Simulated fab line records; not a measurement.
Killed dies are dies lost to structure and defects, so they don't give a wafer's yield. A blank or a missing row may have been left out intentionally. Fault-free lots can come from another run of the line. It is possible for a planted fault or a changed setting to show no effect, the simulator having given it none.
The tool behind it: which one? | flow n5Finfet | 72 wafers from 24 lots sampled at 6 of the route's 1938 steps

WHAT THE GAUGES SHOWED, per wafer
N5_SDB_INSPECT_36: inspects for defects (darkfield). Usual: rawDefectCount 37, standard deviation 19.
lot  | measured    | on               | rawDefectCount | flag
L074 | day 4 00:38 | defectInspect-01 | 16 35 111      | 
L075 | day 4 02:59 | defectInspect-01 | 42 44 76       | 
L076 | day 4 09:58 | defectInspect-01 | 56 23 39       | 
L077 | day 4 15:39 | defectInspect-02 | 26 29 25       | 
L078 | day 4 22:38 | defectInspect-01 | 16 40 27       | 
L079 | day 5 05:08 | defectInspect-01 | 61 33 82       | 
L080 | day 5 13:03 | defectInspect-01 | 20 16 17       | 
L081 | day 5 16:23 | defectInspect-01 | 12 35 11       | 
L082 | day 5 19:41 | defectInspect-01 | 32 69 85       | 
L083 | day 6 02:06 | defectInspect-02 | 38 15 60       | 
L084 | day 6 09:28 | defectInspect-01 | 38 81 36       | 
L085 | day 6 18:51 | defectInspect-01 | 34 26 39       | 
L086 | day 7 02:04 | defectInspect-01 | 23 29 31       | 
L087 | day 7 11:44 | defectInspect-01 | 16 36 21       | 
L088 | day 7 11:52 | defectInspect-01 | 31 36 30       | 
L089 | day 8 00:37 | defectInspect-02 | 22 27 13       | 
L090 | day 8 06:50 | defectInspect-01 | 25 26 56       | 
L091 | day 8 10:55 | defectInspect-01 | 35 23 20       | 
L092 | day 8 15:43 | defectInspect-01 | 25 41 45       | 
L093 | day 8 18:31 | defectInspect-01 | 28 22 37       | 
L094 | day 9 02:22 | defectInspect-01 | 60 52 56       | 
L095 | day 9 04:44 | defectInspect-02 | 34 49 65       | 
L096 | day 9 15:26 | defectInspect-02 | 35 29 45       | 
L097 | day 9 16:59 | defectInspect-01 | 37 68 46       | 

N5_DUMMY_REMOVAL_INSPECT_06: inspects for defects (brightfield). Usual: rawDefectCount 12, standard deviation 5.3.
lot  | measured    | on               | rawDefectCount | flag
L074 | day 4 01:06 | defectInspect-02 | 9 9 12         | 
L075 | day 4 03:14 | defectInspect-02 | 20 12 14       | 
L076 | day 4 10:11 | defectInspect-01 | 7 16 12        | 
L077 | day 4 15:53 | defectInspect-01 | 22 7 9         | 
L078 | day 4 22:52 | defectInspect-01 | 5 10 6         | 
L079 | day 5 05:22 | defectInspect-02 | 19 20 14       | 
L080 | day 5 13:17 | defectInspect-02 | 15 11 6        | 
L081 | day 5 16:37 | defectInspect-02 | 11 9 13        | 
L082 | day 5 19:59 | defectInspect-01 | 11 15 15       | 
L083 | day 6 02:20 | defectInspect-02 | 7 2 15         | 
L084 | day 6 09:46 | defectInspect-02 | 13 11 4        | 
L085 | day 6 19:14 | defectInspect-02 | 8 11 8         | 
L086 | day 7 02:23 | defectInspect-01 | 13 14 11       | 
L087 | day 7 11:58 | defectInspect-02 | 4 9 7          | 
L088 | day 7 12:06 | defectInspect-02 | 7 7 8          | 
L089 | day 8 00:51 | defectInspect-02 | 11 8 14        | 
L090 | day 8 07:11 | defectInspect-01 | 7 4 18         | 
L091 | day 8 11:10 | defectInspect-02 | 17 22 14       | 
L092 | day 8 15:59 | defectInspect-02 | 16 11 25       | 
L093 | day 8 18:50 | defectInspect-02 | 18 26 20       | 
L094 | day 9 02:35 | defectInspect-02 | 24 18 5        | 
L095 | day 9 05:02 | defectInspect-01 | 7 15 8         | 
L096 | day 9 15:43 | defectInspect-01 | 11 22 16       | 
L097 | day 9 17:13 | defectInspect-01 | 6 7 15         | 

WHICH TOOL RAN EACH LOT (tool, then ch and the chambers of the sampled wafers, then the start)
lot  | N5_SD_EPI_N_VAPOR_ETCH_50     | N5_ILD0_LINER_00                | N5_SDB_HM_DEP_00               | N5_SDB_ALD_29
L074 | epiRpcvd-01 ch 0, day 3 05:46 | aldSin-02 ch 0,1, day 3 13:26   | pecvd-01 ch 0,1, day 3 20:08   | aldSin-03 ch 1,2,3, day 3 21:35
L075 | epiRpcvd-02 ch 0, day 3 07:31 | aldSin-04 ch 1,3, day 3 16:11   | pecvd-04 ch 0,1,2, day 3 22:28 | aldSin-02 ch 0,1,3, day 3 23:56
L076 | epiRpcvd-04 ch 0, day 3 15:49 | aldSin-01 ch 0,2,3, day 3 23:14 | pecvd-04 ch 0,2, day 4 05:31   | aldSin-03 ch 0,3, day 4 06:55
L077 | epiRpcvd-04 ch 0, day 3 20:52 | aldSin-01 ch 0,1,3, day 4 04:17 | pecvd-04 ch 0,1,2, day 4 10:32 | aldSin-02 ch 1,2,3, day 4 12:36
L078 | epiRpcvd-04 ch 0, day 4 04:28 | aldSin-02 ch 0,1,3, day 4 11:47 | pecvd-02 ch 1,2, day 4 18:21   | aldSin-01 ch 0,2,3, day 4 19:34
L079 | epiRpcvd-01 ch 0, day 4 10:47 | aldSin-01 ch 0,1,3, day 4 18:29 | pecvd-02 ch 0,1, day 5 00:47   | aldSin-01 ch 1,2,3, day 5 02:05
L080 | epiRpcvd-02 ch 0, day 4 13:08 | aldSin-04 ch 1,3, day 4 20:49   | pecvd-01 ch 0,1,2, day 5 03:35 | aldSin-02 ch 1,3, day 5 09:59
L081 | epiRpcvd-04 ch 0, day 4 21:53 | aldSin-02 ch 0,1,2, day 5 05:42 | pecvd-02 ch 0,1,2, day 5 12:07 | aldSin-01 ch 0,1,3, day 5 13:20
L082 | epiRpcvd-01 ch 0, day 5 00:53 | aldSin-01 ch 0,2,3, day 5 09:03 | pecvd-02 ch 0,1,2, day 5 15:19 | aldSin-03 ch 0,2,3, day 5 16:38
L083 | epiRpcvd-04 ch 0, day 5 07:42 | aldSin-02 ch 1,2, day 5 15:16   | pecvd-04 ch 0,1,2, day 5 21:31 | aldSin-02 ch 1,2, day 5 22:50
L084 | epiRpcvd-04 ch 0, day 5 13:56 | aldSin-01 ch 0,1,3, day 5 21:35 | pecvd-04 ch 0,1,2, day 6 03:53 | aldSin-01 ch 0,1,3, day 6 06:24
L085 | epiRpcvd-02 ch 0, day 5 23:38 | aldSin-02 ch 1,2,3, day 6 08:10 | pecvd-02 ch 0,2, day 6 14:26   | aldSin-01 ch 0,2,3, day 6 15:47
L086 | epiRpcvd-01 ch 0, day 6 06:41 | aldSin-04 ch 0,1,2, day 6 15:07 | pecvd-04 ch 0,2, day 6 21:22   | aldSin-01 ch 1,2, day 6 23:00
L087 | epiRpcvd-02 ch 0, day 6 14:24 | aldSin-04 ch 0,1,3, day 7 00:10 | pecvd-02 ch 1,2, day 7 06:26   | aldSin-01 ch 1,2,3, day 7 08:41
L088 | epiRpcvd-04 ch 0, day 6 17:06 | aldSin-02 ch 1,2, day 7 01:01   | pecvd-04 ch 0,2, day 7 07:16   | aldSin-02 ch 0,3, day 7 08:44
L089 | epiRpcvd-02 ch 0, day 7 04:33 | aldSin-02 ch 1,2, day 7 13:43   | pecvd-02 ch 0,1,2, day 7 20:00 | aldSin-01 ch 0,1,3, day 7 21:34
L090 | epiRpcvd-01 ch 0, day 7 12:26 | aldSin-01 ch 0,3, day 7 19:53   | pecvd-01 ch 1,2, day 8 02:28   | aldSin-02 ch 1,3, day 8 03:47
L091 | epiRpcvd-04 ch 0, day 7 16:23 | aldSin-01 ch 0,1,3, day 8 00:16 | pecvd-01 ch 0,1,2, day 8 06:32 | aldSin-01 ch 0,1,2, day 8 07:52
L092 | epiRpcvd-02 ch 0, day 7 20:28 | aldSin-01 ch 0,2,3, day 8 04:41 | pecvd-04 ch 0,1, day 8 10:57   | aldSin-01 ch 0,2,3, day 8 12:40
L093 | epiRpcvd-01 ch 0, day 7 22:09 | aldSin-01 ch 0,1,2, day 8 06:32 | pecvd-01 ch 0,1, day 8 13:10   | aldSin-01 ch 0,3, day 8 15:28
L094 | epiRpcvd-04 ch 0, day 8 06:14 | aldSin-02 ch 1,2,3, day 8 15:17 | pecvd-02 ch 0,1, day 8 21:32   | aldSin-01 ch 1,2,3, day 8 23:19
L095 | epiRpcvd-02 ch 0, day 8 09:29 | aldSin-02 ch 2,3, day 8 18:03   | pecvd-04 ch 0,2, day 9 00:19   | aldSin-02 ch 0,3, day 9 01:40
L096 | epiRpcvd-01 ch 0, day 8 17:23 | aldSin-04 ch 0,2,3, day 9 03:53 | pecvd-02 ch 0,1, day 9 10:31   | aldSin-01 ch 0,2, day 9 12:23
L097 | epiRpcvd-04 ch 0, day 8 20:36 | aldSin-01 ch 0,3, day 9 05:53   | pecvd-04 ch 0,2, day 9 12:36   | aldSin-03 ch 2,3, day 9 13:56
- N5_SD_EPI_N_VAPOR_ETCH_50: etches Si in HCl, time 54 s.
- N5_ILD0_LINER_00: material SiNx, target thk 4 nm, pulse time 1 s, purge time 2 s.
- N5_SDB_HM_DEP_00: deposits SiNx from SiH4/NH3/N2, target thk 40 nm, time 35.3 s.
- N5_SDB_ALD_29: deposits SiNx, target thk 30 nm, pulse time 1 s, ald cycles 600.

AS READ BY THE TOOLS THEMSELVES (means over the sampled wafers that have a number; for cases with no such wafer, the mark the record gives instead)
N5_SD_EPI_N_VAPOR_ETCH_50. Usual: throttleValvePct 11.8 %, standard deviation 0.62.
lot  | tool        | throttleValvePct (%) | flag
L074 | epiRpcvd-01 | 11.4                 | 
L075 | epiRpcvd-02 | 11.2                 | 
L076 | epiRpcvd-04 | 12.5                 | 
L077 | epiRpcvd-04 | 12.7                 | 
L078 | epiRpcvd-04 | 12.5                 | 
L079 | epiRpcvd-01 | 11.5                 | 
L080 | epiRpcvd-02 | 11.1                 | 
L081 | epiRpcvd-04 | 12.5                 | 
L082 | epiRpcvd-01 | 11.3                 | 
L083 | epiRpcvd-04 | 12.6                 | 
L084 | epiRpcvd-04 | 12.4                 | 
L085 | epiRpcvd-02 | 11.3                 | 
L086 | epiRpcvd-01 | 11.5                 | 
L087 | epiRpcvd-02 | 11.3                 | 
L088 | epiRpcvd-04 | 12.4                 | 
L089 | epiRpcvd-02 | 11.2                 | 
L090 | epiRpcvd-01 | 11.5                 | 
L091 | epiRpcvd-04 | 12.7                 | 
L092 | epiRpcvd-02 | 11.2                 | 
L093 | epiRpcvd-01 | 11.5                 | 
L094 | epiRpcvd-04 | 12.4                 | 
L095 | epiRpcvd-02 | 11.3                 | 
L096 | epiRpcvd-01 | 11.2                 | 
L097 | epiRpcvd-04 | 12.5                 | 

N5_ILD0_LINER_00. Usual: heaterPowerW 881 W, standard deviation 100; precursorPulseHeightRel 0.999, standard deviation 0.02.
lot  | tool      | heaterPowerW (W) | precursorPulseHeightRel | flag
L074 | aldSin-02 | 876              | 0.982                   | 
L075 | aldSin-04 | 860              | 1.002                   | 
L076 | aldSin-01 | 922              | 0.982                   | 
L077 | aldSin-01 | 916              | 1.011                   | 
L078 | aldSin-02 | 858              | 1.009                   | 
L079 | aldSin-01 | 938              | 1.019                   | 
L080 | aldSin-04 | 860              | 0.986                   | 
L081 | aldSin-02 | 831              | 0.995                   | 
L082 | aldSin-01 | 912              | 1.010                   | 
L083 | aldSin-02 | 800              | 0.988                   | 
L084 | aldSin-01 | 921              | 0.999                   | 
L085 | aldSin-02 | 824              | 0.983                   | 
L086 | aldSin-04 | 934              | 0.995                   | 
L087 | aldSin-04 | 936              | 1.002                   | 
L088 | aldSin-02 | 849              | 0.993                   | 
L089 | aldSin-02 | 846              | 0.993                   | 
L090 | aldSin-01 | 925              | 1.007                   | 
L091 | aldSin-01 | 935              | 0.992                   | 
L092 | aldSin-01 | 923              | 0.999                   | 
L093 | aldSin-01 | 898              | 1.014                   | 
L094 | aldSin-02 | 821              | 0.998                   | 
L095 | aldSin-02 | 874              | 1.000                   | 
L096 | aldSin-04 | 937              | 0.987                   | 
L097 | aldSin-01 | 931              | 1.017                   | 

N5_SDB_HM_DEP_00. Usual: heaterPowerW 768 W, standard deviation 81; showerheadPlenumPTorr 5.13 Torr, standard deviation 0.059; throttleValvePct 40.5 %, standard deviation 2.3.
lot  | tool     | heaterPowerW (W) | showerheadPlenumPTorr (Torr) | throttleValvePct (%) | flag
L074 | pecvd-01 | 718              | 5.19                         | 39.0                 | 
L075 | pecvd-04 | 816              | 5.11                         | 40.8                 | 
L076 | pecvd-04 | 816              | 5.07                         | 39.6                 | 
L077 | pecvd-04 | 766              | 5.12                         | 41.0                 | 
L078 | pecvd-02 | 731              | 5.13                         | 42.6                 | 
L079 | pecvd-02 | 775              | 5.16                         | 38.8                 | 
L080 | pecvd-01 | 700              | 5.17                         | 38.8                 | 
L081 | pecvd-02 | 812              | 5.12                         | 40.8                 | 
L082 | pecvd-02 | 814              | 5.13                         | 40.8                 | 
L083 | pecvd-04 | 814              | 5.12                         | 41.2                 | 
L084 | pecvd-04 | 798              | 5.12                         | 41.0                 | 
L085 | pecvd-02 | 793              | 5.09                         | 41.2                 | 
L086 | pecvd-04 | 794              | 5.08                         | 39.5                 | 
L087 | pecvd-02 | 736              | 5.13                         | 42.5                 | 
L088 | pecvd-04 | 769              | 5.07                         | 39.7                 | 
L089 | pecvd-02 | 743              | 5.13                         | 40.9                 | 
L090 | pecvd-01 | 659              | 5.14                         | 39.1                 | 
L091 | pecvd-01 | 691              | 5.16                         | 38.8                 | 
L092 | pecvd-04 | 768              | 5.16                         | 42.3                 | 
L093 | pecvd-01 | 679              | 5.20                         | 39.0                 | 
L094 | pecvd-02 | 814              | 5.17                         | 38.9                 | 
L095 | pecvd-04 | 815              | 5.07                         | 41.5                 | 
L096 | pecvd-02 | 897              | 5.16                         | 39.0                 | 
L097 | pecvd-04 | 827              | 5.07                         | 39.8                 | 

N5_SDB_ALD_29. Usual: heaterPowerW 872 W, standard deviation 110; precursorPulseHeightRel 0.996, standard deviation 0.02.
lot  | tool      | heaterPowerW (W) | precursorPulseHeightRel | flag
L074 | aldSin-03 | 822              | 0.992                   | 
L075 | aldSin-02 | 875              | 1.007                   | 
L076 | aldSin-03 | 819              | 0.992                   | 
L077 | aldSin-02 | 847              | 0.975                   | 
L078 | aldSin-01 | 916              | 1.004                   | 
L079 | aldSin-01 | 806              | 1.004                   | 
L080 | aldSin-02 | 810              | 0.992                   | 
L081 | aldSin-01 | 935              | 0.991                   | 
L082 | aldSin-03 | 840              | 1.012                   | 
L083 | aldSin-02 | 805              | 0.986                   | 
L084 | aldSin-01 | 938              | 0.998                   | 
L085 | aldSin-01 | 907              | 1.003                   | 
L086 | aldSin-01 | 814              | 1.007                   | 
L087 | aldSin-01 | 817              | 1.010                   | 
L088 | aldSin-02 | 848              | 0.986                   | 
L089 | aldSin-01 | 932              | 0.987                   | 
L090 | aldSin-02 | 800              | 0.989                   | 
L091 | aldSin-01 | 909              | 1.003                   | 
L092 | aldSin-01 | 902              | 0.998                   | 
L093 | aldSin-01 | 1020             | 1.004                   | 
L094 | aldSin-01 | 830              | 1.002                   | 
L095 | aldSin-02 | 846              | 0.980                   | 
L096 | aldSin-01 | 890              | 0.987                   | 
L097 | aldSin-03 | 848              | 1.007                   | 

THE ANSWER, worked out from the rows above alone
Rule: lot off if the mean of its wafers having a number is beyond 3 standard deviations from the usual mean. Also off: a lot with no number at a reading for which 4 or more lots have one. All remaining lots with rows at the step are treated as sound. First the gauges in route order, then the tools' own readings, where a lot's mean is used as printed above. At the first step where some lot is off, the reading lying furthest off is the one used; lots without a number count as furthest.
No lot is off on any of the readings shown, so nothing can be concluded from this.

WHAT THE SIMULATOR HAD INSERTED
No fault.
